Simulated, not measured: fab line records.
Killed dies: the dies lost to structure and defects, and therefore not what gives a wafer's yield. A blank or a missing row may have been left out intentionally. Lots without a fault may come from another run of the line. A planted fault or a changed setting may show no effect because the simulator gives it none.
fab line records ; flow nandHarc
[record] lots = 15; wafers = 45; lastDay = 34
route steps=1302 shown P_CONTACT@235
lots that met no fault: from a run of the same line without faults
startH: hours from the record's first day to the start of the lot's first wafer shown ; waitH: hours elapsed since this lot's preceding step ; " identical to the entry in the row above ; L1.1+2: a single row standing in for several wafers ; - value missing, or start not given ; * or withheld: withheld ; < > ~ a bound
route shown NAME@n: a module of which the file shows steps, and the number in the route of the first ; usual: mean and standard deviation over wafers with no fault ; same: alike in all rows ; chamber/n: place in a boat ; sites: the reading at each site ; _std_site: the standard deviation of these ; _edge_site: the outer-site mean with the inner-site mean subtracted ; radiusMm: how far each site lies from the wafer's centre ; mask NAME#n: copy n ; behind: tool/chamber where the wafer was last shaped ; hold: why the lot went on hold/how many hours it stayed there/how the hold came to an end ; device: the transistor (n, p or np) that didn't switch ; end of line: the tests these same wafers got at the end of their route ; a step given without rows: its recipe and nothing more ; killed: dies that structure and defects cost at the first sort, which is not the same as the wafer's yield ; map: shows each die of a wafer: x if killed, . if not, _ if none is there
set.NAME: the setting as run; set.NAME@STEP: as run at that earlier step ; model.NAME: the simulator's own value behind a step, which no gauge read
a sample of lots followed through the steps of the route, with each step as a table and each wafer as a row
services: when a tool's chamber went out of use (startH, in hours from the record's first day, below 0 if earlier), for how many hours, and the reason
[[steps]]
[step NHARC_P_CONTACT_DESCUM_17]
[recipe] timeS = 3; o2FlowSccm = 200; arFlowSccm = 0; biasPowerW = 0; chemistry = O2
[usual] drypumpMotorCurrentA = 5.7/0.53; oesProductAu = 1.002/0.0096; rfVppV = 57.7/0.88; showerheadPlenumPTorr = 1.90/0.094; throttleValvePct = 11.312/0.0097
[same] timeS = 3
lot.wafer;tool;chamber;startH;waitH;drypumpMotorCurrentA;oesProductAu;rfHoursCounterH;rfVppV;showerheadPlenumPTorr;throttleValvePct
L998.2;rieDiel-05;1;118.59;0.1;5.5;1.011;1.5;57.4;1.84;11.317
L998.3;rieDiel-05;2;118.59;0.1;5.8;0.997;1.3;58.4;1.83;11.313
L998.6;rieDiel-05;0;118.59;0.1;4.8;1.023;-;56.7;1.86;11.310
L999.4;rieDiel-02;2;128.41;0.1;6.3;0.991;2.6;57.1;1.82;11.307
L999.1;rieDiel-02;0;128.41;0.1;6.3;0.996;5.5;56.3;1.78;11.299
L999.6;rieDiel-02;2;128.41;0.1;6.2;1.006;-;57.3;1.82;11.301
L100.1;rieDiel-03;2;136.50;0.1;5.2;0.994;0.4;58.2;1.87;11.316
L100.5;rieDiel-03;1;136.50;0.1;6.3;1.005;-;56.8;1.90;11.330
L100.6;rieDiel-03;2;136.50;0.1;5.2;0.990;-;57.8;1.87;11.310
L101.1;rieDiel-05;1;145.28;0.1;5.5;0.998;2.4;57.3;1.84;11.310
L101.5;rieDiel-05;3;145.28;0.1;5.8;1.002;-;58.5;1.90;11.293
L101.6;rieDiel-05;0;145.28;0.1;4.8;1.005;-;57.5;1.86;11.293
L102.2;rieDiel-03;3;162.44;0.1;5.9;0.969;1.1;57.8;2.06;11.302
L102.5;rieDiel-03;1;162.44;0.1;6.3;0.995;-;58.9;1.90;11.316
L102.6;rieDiel-03;2;162.44;0.1;5.2;0.994;-;57.3;1.87;11.308
L104.2;rieDiel-02;3;177.21;0.1;4.7;1.000;7.9;59.2;2.06;11.300
L104.1;rieDiel-02;1;177.21;0.1;6.0;1.009;7.3;57.3;2.02;11.329
L104.6;rieDiel-02;0;177.21;0.1;6.2;1.004;-;57.2;1.78;11.304
L105.3;rieDiel-05;1;189.89;0.1;5.5;1.004;3.4;57.1;1.84;11.326
L105.1;rieDiel-05;2;189.89;0.1;5.8;1.000;2.6;56.7;1.83;11.299
L105.5;rieDiel-05;3;189.89;0.1;5.8;0.991;-;58.4;1.90;11.312
L107.1;rieDiel-05;2;204.80;0.1;5.8;0.989;3.1;58.1;1.83;11.313
L107.4;rieDiel-05;0;204.80;0.1;4.8;0.992;3.9;57.7;1.86;11.316
L107.6;rieDiel-05;2;204.80;0.1;5.8;0.991;-;57.5;1.83;11.321
L110.2;rieDiel-03;1;244.68;0.1;6.3;1.006;3.2;56.7;1.90;11.311
L110.1;rieDiel-03;2;244.68;0.1;5.2;0.999;2.4;57.1;1.87;11.310
L110.5;rieDiel-03;0;244.68;0.1;5.8;0.996;-;56.8;1.82;11.312
L111.3;rieDiel-05;3;249.08;0.1;5.9;0.987;0.1;58.6;1.90;11.290
L111.5;rieDiel-05;1;249.08;0.1;5.5;0.995;-;58.8;1.84;11.302
L111.6;rieDiel-05;2;249.08;0.1;5.8;0.998;-;57.1;1.82;11.314
L112.1;rieDiel-05;2;265.20;0.1;5.8;1.006;0.4;56.7;1.82;11.317
L112.6;rieDiel-05;0;265.20;0.1;4.8;1.015;-;57.5;1.86;11.331
L112.5;rieDiel-05;1;265.20;0.1;5.5;1.000;-;57.2;1.84;11.295
L117.3;rieDiel-02;0;308.63;0.1;6.3;1.013;3.9;56.3;1.78;11.309
L117.1;rieDiel-02;1;308.63;0.1;6.0;1.021;4.2;58.5;2.01;11.306
L117.4;rieDiel-02;2;308.63;0.1;6.3;1.016;4.1;58.2;1.82;11.298
L118.4;rieDiel-02;0;315.44;0.1;6.2;1.003;4.3;57.8;1.77;11.304
L118.1;rieDiel-02;2;315.44;0.1;6.3;1.014;4.6;57.0;1.82;11.310
L118.5;rieDiel-02;0;315.44;0.1;6.3;0.994;-;56.7;1.77;11.305
L120.2;rieDiel-03;1;345.87;0.1;6.3;1.007;1.0;58.5;1.90;11.318
L120.3;rieDiel-03;2;345.87;0.1;5.2;0.998;0.5;56.9;1.86;11.328
L120.6;rieDiel-03;0;345.87;0.1;5.8;1.018;-;59.4;1.82;11.312
L121.3;rieDiel-03;1;354.11;0.1;6.3;0.997;1.3;57.0;1.90;11.321
L121.5;rieDiel-03;0;354.11;0.1;5.8;1.011;-;58.2;1.82;11.310
L121.6;rieDiel-03;1;354.11;0.1;6.3;0.996;-;56.4;1.90;11.310
[step NHARC_P_CONTACT_ETCH_18]
[recipe] targetDepthA = 4810; timeS = 240.5; c4f8FlowSccm = 20; o2FlowSccm = 10; arFlowSccm = withheld; rfW = 600; biasW = 1500; chemistry = C4F8/O2/Ar
[usual] oesProductAu = 0.958/0.019; rfVppV = 977/6.6
[same] timeS = 240.5
lot.wafer;tool;chamber;startH;waitH;oesProductAu;rfHoursCounterH;rfVppV
L998.3;rieDiel-05;2;-;-;0.967;1.4;972
L998.2;rieDiel-05;0;-;-;0.946;1.7;974
L998.6;rieDiel-05;1;-;-;0.942;-;975
L999.4;rieDiel-02;0;-;-;0.970;5.7;969
L999.1;rieDiel-02;1;-;-;0.978;5.6;985
L999.6;rieDiel-02;0;-;-;0.978;-;968
L100.1;rieDiel-03;2;-;-;0.963;0.6;975
L100.6;rieDiel-03;3;-;-;0.979;-;988
L100.5;rieDiel-03;0;-;-;0.979;-;972
L101.1;rieDiel-05;0;-;-;0.947;2.6;974
L101.5;rieDiel-05;0;-;-;0.966;-;977
L101.6;rieDiel-05;1;-;-;0.954;-;972
L102.2;rieDiel-03;1;-;-;0.925;1.1;978
L102.6;rieDiel-03;2;-;-;0.919;-;976
L102.5;rieDiel-03;3;-;-;0.906;-;988
L104.2;rieDiel-02;3;-;-;0.949;8.2;987
L104.1;rieDiel-02;1;-;-;0.980;7.5;985
L104.6;rieDiel-02;2;-;-;0.968;-;972
L105.3;rieDiel-05;3;-;-;0.930;3.2;977
L105.1;rieDiel-05;0;-;-;0.923;3.6;974
L105.5;rieDiel-05;3;-;-;0.923;-;977
L107.1;rieDiel-05;1;-;-;0.967;4.2;972
L107.4;rieDiel-05;2;-;-;0.936;3.2;973
L107.6;rieDiel-05;2;-;-;0.950;-;973
L110.2;rieDiel-03;1;-;-;0.974;3.4;978
L110.1;rieDiel-03;2;-;-;0.927;2.7;973
L110.5;rieDiel-03;0;-;-;0.944;-;972
L111.3;rieDiel-05;1;-;-;0.956;0.4;972
L111.6;rieDiel-05;0;-;-;0.977;-;974
L111.5;rieDiel-05;1;-;-;0.959;-;973
L112.1;rieDiel-05;3;-;-;0.914;0.6;977
L112.5;rieDiel-05;3;-;-;0.920;-;978
L112.6;rieDiel-05;0;-;-;0.934;-;975
L117.3;rieDiel-02;2;-;-;0.985;4.3;972
L117.1;rieDiel-02;0;-;-;0.961;4.0;968
L117.4;rieDiel-02;1;-;-;0.958;4.5;985
L118.1;rieDiel-02;1;-;-;0.963;4.8;984
L118.4;rieDiel-02;0;-;-;0.960;4.4;968
L118.5;rieDiel-02;2;-;-;0.994;-;971
L120.3;rieDiel-03;3;-;-;0.955;1.2;988
L120.2;rieDiel-03;2;-;-;0.954;0.8;976
L120.6;rieDiel-03;3;-;-;0.959;-;990
L121.3;rieDiel-03;3;-;-;0.966;1.8;989
L121.5;rieDiel-03;2;-;-;0.973;-;975
L121.6;rieDiel-03;3;-;-;0.959;-;988
[step NHARC_P_CONTACT_STRIP_28]
[recipe] o2FlowSccm = 500; arFlowSccm = 0; biasW = 0; chemistry = O2
[usual] drypumpMotorCurrentA = 5.7/0.52; oesProductAu = 1.001/0.0088; rfVppV = 57.7/0.9; showerheadPlenumPTorr = 3.50/0.16; throttleValvePct = 17.036/0.0089
lot.wafer;tool;chamber;startH;waitH;drypumpMotorCurrentA;oesProductAu;rfHoursCounterH;rfVppV;showerheadPlenumPTorr;throttleValvePct
L998.2;rieDiel-02;2;119.55;0.1;6.3;0.996;2.3;55.5;3.37;17.046
L998.3;rieDiel-02;3;119.55;0.1;4.7;1.005;5.5;56.9;3.77;17.035
L998.6;rieDiel-02;1;119.55;0.1;6.0;1.010;-;57.3;3.71;17.037
L999.1;rieDiel-05;2;129.36;0.1;5.8;0.999;1.7;57.7;3.38;17.040
L999.4;rieDiel-05;3;129.36;0.1;5.8;1.014;1.8;56.8;3.51;17.045
L999.6;rieDiel-05;3;129.36;0.1;5.8;1.007;-;58.7;3.51;17.034
L100.1;rieDiel-02;1;137.45;0.1;6.0;1.009;6.3;59.1;3.71;17.030
L100.6;rieDiel-02;0;137.45;0.1;6.2;1.000;-;55.9;3.29;17.026
L100.5;rieDiel-02;1;137.45;0.1;6.0;1.016;-;58.0;3.71;17.036
L101.1;rieDiel-03;2;146.35;0.1;5.2;0.990;0.8;57.5;3.45;17.038
L101.6;rieDiel-03;1;146.35;0.1;6.3;1.000;-;57.4;3.51;17.050
L101.5;rieDiel-03;2;146.35;0.1;5.2;0.998;-;55.8;3.45;17.037
L102.2;rieDiel-03;2;163.38;0.1;5.2;1.001;1.3;57.6;3.45;17.034
L102.6;rieDiel-03;1;163.38;0.1;6.3;1.011;-;57.0;3.51;17.033
L102.5;rieDiel-03;2;163.38;0.1;5.2;1.006;-;56.4;3.45;17.033
L104.1;rieDiel-03;0;178.15;0.1;5.8;1.000;1.6;56.9;3.37;17.026
L104.2;rieDiel-03;2;178.15;0.1;5.2;0.983;1.6;58.4;3.44;17.025
L104.6;rieDiel-03;1;178.15;0.1;6.3;0.996;-;56.6;3.51;17.032
L105.1;rieDiel-02;2;190.83;0.1;6.3;1.006;5.5;57.6;3.37;17.032
L105.3;rieDiel-02;1;190.83;0.1;6.0;1.011;8.4;57.6;3.70;17.047
L105.5;rieDiel-02;3;190.83;0.1;4.7;0.994;-;58.4;3.77;17.036
L107.1;rieDiel-03;2;205.75;0.1;5.2;1.001;1.8;57.7;3.45;17.034
L107.4;rieDiel-03;1;205.75;0.1;6.3;0.998;1.9;58.6;3.51;17.037
L107.6;rieDiel-03;3;205.75;0.1;5.9;1.002;-;56.6;3.79;17.035
L110.1;rieDiel-02;1;245.61;0.1;6.0;1.016;0.4;58.8;3.70;17.032
L110.2;rieDiel-02;3;245.61;0.1;4.7;1.002;0.3;57.7;3.77;17.043
L110.5;rieDiel-02;2;245.61;0.1;6.3;1.014;-;58.0;3.37;17.027
L111.3;rieDiel-03;1;250.04;0.1;6.3;1.006;3.5;57.9;3.51;17.046
L111.5;rieDiel-03;0;250.04;0.1;5.8;0.997;-;58.2;3.37;17.027
L111.6;rieDiel-03;1;250.04;0.1;6.3;1.011;-;58.4;3.51;17.028
L112.1;rieDiel-03;3;266.17;0.1;5.9;1.001;4.2;59.7;3.79;17.047
L112.5;rieDiel-03;0;266.17;0.1;5.8;0.998;-;56.7;3.37;17.046
L112.6;rieDiel-03;1;266.17;0.1;6.3;1.001;-;57.8;3.50;17.040
L117.3;rieDiel-03;3;309.57;0.1;5.9;0.976;0.5;57.6;3.79;17.023
L117.1;rieDiel-03;1;309.57;0.1;6.3;0.998;0.5;58.9;3.50;17.051
L117.4;rieDiel-03;0;309.57;0.1;5.8;1.007;-;57.6;3.37;17.039
L118.4;rieDiel-05;3;316.40;0.1;5.8;0.991;2.1;58.9;3.50;17.042
L118.1;rieDiel-05;2;316.40;0.1;5.8;0.989;2.3;56.4;3.37;17.044
L118.5;rieDiel-05;0;316.40;0.1;4.8;0.996;-;58.8;3.44;17.031
L120.2;rieDiel-02;0;346.81;0.1;6.2;1.021;5.9;57.0;3.29;17.054
L120.3;rieDiel-02;1;346.81;0.1;6.0;1.012;6.2;57.6;3.70;17.043
L120.6;rieDiel-02;0;346.81;0.1;6.3;1.013;-;57.1;3.29;17.048
L121.3;rieDiel-05;3;355.10;0.1;5.8;0.991;2.7;56.3;3.50;17.025
L121.6;rieDiel-05;0;355.10;0.1;4.8;0.996;-;58.0;3.44;17.041
L121.5;rieDiel-05;1;355.10;0.1;5.5;1.005;-;57.6;3.40;17.037
[step NHARC_P_CONTACT_ALD_22]
[recipe] targetThkA = 30; pulseTimeS = 1; aldCycles = 150; tempC = 450; material = TiN
[usual] aldCycles = 150/0; heaterPowerOuterW = 684/61; heaterPowerW = 1078/110; precursorPulseHeightRel = 0.998/0.02
lot.wafer;tool;chamber;startH;waitH;aldCycles;heaterPowerOuterW;heaterPowerW;precursorPulseHeightRel
L998.2;aldMetal-02;1;120.45;-;150;671;973;0.994
L998.3;aldMetal-02;2;120.45;-;150;697;1192;1.019
L998.6;aldMetal-02;0;120.45;-;150;686;1121;0.970
L999.1;aldMetal-01;3;130.28;-;150;683;1161;1.017
L999.6;aldMetal-01;2;130.28;-;150;663;1067;1.022
L999.4;aldMetal-01;3;130.28;-;150;711;1162;0.992
L100.1;aldMetal-04;3;138.37;-;150;653;1122;1.019
L100.6;aldMetal-04;0;138.37;-;150;706;1139;1.006
L100.5;aldMetal-04;1;138.37;-;150;598;998;1.015
L101.1;aldMetal-01;3;147.21;-;150;695;1142;0.979
L101.6;aldMetal-01;3;147.21;-;150;693;1129;0.983
L101.5;aldMetal-01;0;147.21;-;150;820;1239;0.999
L102.2;aldMetal-04;1;164.38;-;150;607;1033;0.982
L102.5;aldMetal-04;2;164.38;-;150;651;987;1.016
L102.6;aldMetal-04;3;164.38;-;150;665;1154;1.062
L104.1;aldMetal-04;3;179.10;-;150;664;1123;0.997
L104.2;aldMetal-04;1;179.10;-;150;608;995;1.031
L104.6;aldMetal-04;0;179.10;-;150;712;1138;1.011
L105.1;aldMetal-01;0;191.75;-;150;878;1301;0.992
L105.3;aldMetal-01;1;191.75;-;150;667;1074;0.969
L105.5;aldMetal-01;0;191.75;-;150;882;1286;0.963
L107.4;aldMetal-02;1;206.62;-;150;682;982;0.987
L107.1;aldMetal-02;0;206.62;-;150;708;1126;1.019
L107.6;aldMetal-02;1;206.62;-;150;682;969;1.024
L110.1;aldMetal-04;1;246.53;-;-;-;-;-
L110.2;aldMetal-04;2;246.53;-;-;-;-;-
L110.5;aldMetal-04;0;246.53;-;-;-;-;-
L111.3;aldMetal-02;2;250.92;-;-;-;-;-
L111.6;aldMetal-02;1;250.92;-;-;-;-;-
L111.5;aldMetal-02;2;250.92;-;-;-;-;-
L112.1;aldMetal-02;0;267.00;-;-;-;-;-
L112.5;aldMetal-02;0;267.00;-;-;-;-;-
L112.6;aldMetal-02;1;267.00;-;-;-;-;-
L117.4;aldMetal-02;2;310.50;-;150;632;1060;1.000
L117.3;aldMetal-02;3;310.50;-;150;598;813;0.971
L117.1;aldMetal-02;0;310.50;-;150;733;1118;1.011
L118.1;aldMetal-04;1;317.30;-;150;635;1120;0.986
L118.4;aldMetal-04;0;317.30;-;150;663;1056;1.001
L118.5;aldMetal-04;1;317.30;-;150;660;1077;0.988
L120.2;aldMetal-04;1;347.69;-;150;634;1068;0.978
L120.3;aldMetal-04;3;347.69;-;150;652;1110;0.982
L120.6;aldMetal-04;1;347.69;-;150;645;1071;0.974
L121.3;aldMetal-04;2;355.99;-;150;688;1065;1.012
L121.6;aldMetal-04;3;355.99;-;150;665;1139;0.986
L121.5;aldMetal-04;0;355.99;-;150;657;1059;1.012
[[services]]
tool;chamber;startH;hours;kind
rieDiel-03;1;96.69;6.8;repair
rieDiel-02;-;100.61;1.0;repair
rieDiel-03;-;104.30;9.0;pm
rieDiel-03;0;115.34;5.1;repair
aldMetal-04;-;118.00;10.0;pm
rieDiel-03;1;140.05;3.4;repair
rieDiel-03;2;178.51;2.2;repair
rieDiel-03;-;183.40;0.6;repair
aldMetal-02;2;211.03;8.9;repair
rieDiel-02;-;216.72;9.0;pm
rieDiel-03;2;226.02;17.2;repair
rieDiel-05;-;229.62;9.0;pm
rieDiel-03;0;234.50;2.8;repair
rieDiel-02;-;238.75;1.7;repair
aldMetal-02;-;254.00;10.0;pm
rieDiel-03;2;260.24;5.0;repair
rieDiel-02;0;269.53;1.5;repair
rieDiel-03;0;276.18;32.9;repair
rieDiel-03;-;281.30;9.0;pm
aldMetal-04;-;296.00;10.0;pm
aldMetal-02;-;299.48;1.7;repair
rieDiel-03;2;301.44;10.0;repair
aldMetal-04;3;330.69;10.8;repair
rieDiel-03;3;330.80;5.6;repair
[[key]]
[firstSign] step = NHARC_P_CONTACT_ALD_22; reading = toolRecord; direction = missing
effect none on later readings
metAt NHARC_P_CONTACT_ALD_22
struckLots L110,L111,L112
laterRowsLeftOut L110.1,L110.2,L110.5,L111.3,L111.5,L111.6,L112.1,L112.5,L112.6
sortLeftOut L110.1,L110.2,L110.5,L111.3,L111.5,L111.6,L112.1,L112.5,L112.6
testerLeftOut L110,L111,L112
notActingAt NHARC_P_CONTACT_DESCUM_17,NHARC_P_CONTACT_ETCH_18,NHARC_P_CONTACT_STRIP_28
onsetBetween 206.62 246.53
[fault] kind = skippedStepWhole; tool = aldMetal-02,aldMetal-04; chamber = -; onsetH = 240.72; steps = NHARC_P_CONTACT_ALD_22; scope = struckLotsOnly
// testerLeftOut: of these lots the tester's yield and bins aren't shown, on N5 and GAA mostly nor the transistor test; their killed dies are dies lost to structure and defects alone, not to doping, threshold or leakage, so they don't give the yield
// sortLeftOut: the simulated sort isn't trusted on such a fault, so these wafers' sort isn't shown, and their yield isn't known
// laterRowsLeftOut: the simulator's readings of these wafers behind a module that went badly wrong aren't trusted and aren't shown, but for the sort
